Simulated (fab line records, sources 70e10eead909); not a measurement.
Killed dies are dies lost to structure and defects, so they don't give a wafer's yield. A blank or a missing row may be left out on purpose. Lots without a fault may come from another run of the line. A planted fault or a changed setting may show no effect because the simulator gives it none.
One fault seen from 2 desks | flow nand_harc | each desk has only its own numbers; what lay behind them comes last

THE METROLOGY DESK
What the gauges read, lot by lot, whatever tool the lot ran on: means of the sampled wafers that have a number. A lot is out of limits, marked OUT, if its mean lies more than 4 standard deviations from the usual mean; the brackets give that distance.
Columns: A = overlay_x_nm at NHARC_P_M0_OVL_MEAS_10, usual -0.3 nm; B = overlay_y_nm at NHARC_P_M0_OVL_MEAS_10, usual 0.0 nm; C = cd_nm at NHARC_P_M0_CD_MEAS_16, usual 90.1 nm; D = cd_nm at NHARC_P_M1_CD_MEAS_09, usual 129.6 nm
lot  | first seen here | A    | B    | C    | D
L386 | day 6 04:45     | -1.2 | 0.5  | 90.1 | 129.3
L387 | day 6 08:22     | -0.2 | -1.1 | 89.5 | 129.6
L388 | day 6 21:13     | -1.3 | -1.0 | 90.6 | 130.6
L389 | day 7 03:17     | 0.1  | -1.0 | 90.7 | 129.2
L396 | day 10 02:09    | 0.7  | 0.4  | 91.7 | 111.7 (-26) OUT
L398 | day 10 22:02    | -0.2 | -0.9 | 89.6 | 115.1 (-21) OUT
L399 | day 11 11:49    | 1.5  | 0.2  | 90.2 | 129.3
L401 | day 12 05:08    | -1.6 | 0.7  | 89.1 | 129.9
L402 | day 12 15:59    | -0.1 | 0.6  | 89.4 | 129.1
L403 | day 12 21:31    | 0.7  | 0.4  | 90.3 | 129.5
L405 | day 13 23:30    | -1.3 | 0.7  | 89.8 | 129.7
L407 | day 14 16:17    | 0.0  | -0.2 | 89.4 | 129.3
L408 | day 15 05:49    | 0.2  | -0.3 | 89.2 | 130.6
L409 | day 15 21:41    | 0.9  | 0.3  | 89.8 | 129.3
This desk's finding: out of limits on L396, L398; first on L396, day 10 06:15 (cd_nm at NHARC_P_M1_CD_MEAS_09). In limits: L386, L387, L388, L389, L399, L401, L402, L403, L405, L407, L408, L409.

THE TOOL OWNER'S DESK: arfi_scanner-02
The tool's own readings at NHARC_P_M1_EXPOSE_06 (exposes mask P M1, target cd 130 nm): means of the sampled wafers that have a number, for each lot that ran on this tool. A lot is out of limits, marked OUT, if its mean lies more than 4 standard deviations from the usual mean; the brackets give that distance.
Columns: A = exposure_dose_mJ_cm2 at NHARC_P_M1_EXPOSE_06, usual 81.75
lot  | first seen here | A
L387 | day 6 12:11     | 81.74
L388 | day 7 00:56     | 81.80
L389 | day 7 07:00     | 81.97
L396 | day 10 06:07    | 60.15 (-99 or more) OUT
L398 | day 11 01:54    | 64.49 (-99 or more) OUT
This desk's finding: out of limits on L396, L398; first on L396, day 10 06:07 (exposure_dose_mJ_cm2 at NHARC_P_M1_EXPOSE_06). In limits: L387, L388, L389.

PUT TOGETHER
The tool owner's desk could have raised an alarm at day 10 06:07, on L396, L398.
The metrology desk could have raised an alarm at day 10 06:15, on L396, L398.
Of the lots named, all ran NHARC_P_M1_EXPOSE_06 on arfi_scanner-02.

WHAT THE SIMULATOR HAD PUT IN
Process parameter drift: arfi_scanner-02, from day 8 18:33 on, at NHARC_P_M1_EXPOSE_06. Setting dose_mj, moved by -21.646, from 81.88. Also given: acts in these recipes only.
Lots struck among those shown: L396, L398.
Hours from the fault's start to each desk's first reading out of limits: the tool owner's desk, 36; the metrology desk, 36.
